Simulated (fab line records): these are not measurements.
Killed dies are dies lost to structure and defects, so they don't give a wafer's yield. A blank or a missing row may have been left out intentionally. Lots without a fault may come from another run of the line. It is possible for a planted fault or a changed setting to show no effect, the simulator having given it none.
A lot that was struck, set against a sound lot    flow n5 finfet    16 out of 1938 route steps
Sound: these wafers, L754.3, L754.5, L754.6. Struck: wafers L767.2, L767.3, L767.4. At the end, the cause is stated.
For every step that has rows: the tool of each side, followed by ch and its chambers, followed by its first start. Under that, the readings that differ: sound wafers    struck wafers    difference of the means    sigmas: that difference in standard deviations of wafers without a fault.
alike: readings with means less than 2 such deviations apart, plus words and numbers identical on both sides. not compared: withheld readings, readings lacking a value on some wafer, bounds such as >300 that could conceal the same value, and numbers that have no deviation in the record and whose values overlap.
A row with sigmas, a row that says differs or no value, or rows on one side alone: a step with any of these is where the two part. Numbers that don't overlap but have no deviation are shown without sigmas and don't part them. A reading that every wafer of one side lacks parts them only if that side has two wafers or more.

N5_BEOL_M2_STRIP_97: strips in N2/H2, time 10 s.
  sound: rie diel-01 ch 2,3; struck: rie diel-06 ch 0,1
reading                          sound           struck          difference  sigmas
showerhead plenum p Torr (Torr)  2.46 2.46 2.45  2.67 2.69 2.69  +0.23       +3
  alike: drypump motor current A, oes product au, rf vpp V, throttle valve pct
  not compared: rf hours counter h
N5_BEOL_M2_OCD_MEAS_38:
  struck on ocd-01, day 10 09:14; sound on ocd-01, day 7 04:36
  alike: trench depth nm
then, 4 steps without rows for these wafers: N5_BEOL_M2_HM_STRIP_39 (strips TiN in peroxide tin strip, target depth 25 nm, time 158 s); N5_BEOL_M2_SRD_40 (time 30 s); N5_BEOL_M2_PRECLEAN_42 (cleans in residue remover, time 60 s); N5_BEOL_M2_SRD_43 (time 30 s).
N5_BEOL_M2_CD_MEAS_35: target cd 18 nm, target cd y 22.2 nm.
  struck on cd sem-03, day 10 09:23; sound on cd sem-02, day 7 04:45
  alike: cd nm
N5_BEOL_M2_DEGAS_44: time 60 s.
  struck on pvd sputter-02, day 10 11:43; sound on pvd sputter-03, day 7 04:47
  alike: heater power w
then, 1 step without rows for these wafers: N5_BEOL_M2_PRE_CLEAN_45 (time 30 s).
N5_BEOL_M2_ALD_84: deposits TaN, pulse time 2 s, purge time 3 s, co reactant purge time 2 s.
  sound on ald metal-04 ch 2,3, day 7 04:53; struck on ald metal-04 ch 0,2,3, day 10 11:49
  alike: heater power w, precursor vessel pressure torr
N5_BEOL_M2_SURFACE_TREAT_85:
  struck on pvd sputter-03, day 10 12:07; sound on pvd sputter-03, day 7 05:07
  not compared: throttle valve pct
then, 1 step without rows for these wafers: N5_BEOL_M2_CVD_47 (deposits Co from CCTBA/H2, target thk 3 nm, time 223.8 s).
N5_BEOL_M2_SPUTTER_48: material Cu, target thk 4.5 nm, time 8.29 s.
  struck on pvd sputter-02, day 10 12:40; sound on pvd sputter-03, day 7 05:23
  no value came back on the struck wafers for chamber pressure pa (Pa), chuck gas flow sccm (sccm), throttle valve pct (%); on the sound wafers chamber pressure pa (Pa) reads 0.07009 0.0699 0.07024
N5_BEOL_M2_ANNEAL_49: time 240 s.
  struck on pvd sputter-02, day 10 12:45; sound on pvd sputter-03, day 7 05:28
  alike: heater power w
N5_BEOL_M4_RC_MEAS_101:
  sound on prober-01 ch 0, day 8 11:26; struck on prober-01 ch 0, day 11 16:14
  alike: DIBL_N, DIBL_P, IOFF_N, IOFF_P, ION_N, ION_P, SS_N, SS_P, VT_N, VT_P
-- here the record skips 4 days between the struck wafers' starts before and after, leaving off in module BEOL_M4 and picking up in module PASSIVATION (first step shown: number 1936 of the route) --
N5_PASSIVATION_PROBE_49:
  the record has rows for the struck wafers here (prober-01, day 15 20:28) and none for the sound ones

== WHERE THEY PART ==
First at N5_BEOL_M2_STRIP_97; last, within this record, at N5_PASSIVATION_PROBE_49.

WHY: the cause the simulator had injected
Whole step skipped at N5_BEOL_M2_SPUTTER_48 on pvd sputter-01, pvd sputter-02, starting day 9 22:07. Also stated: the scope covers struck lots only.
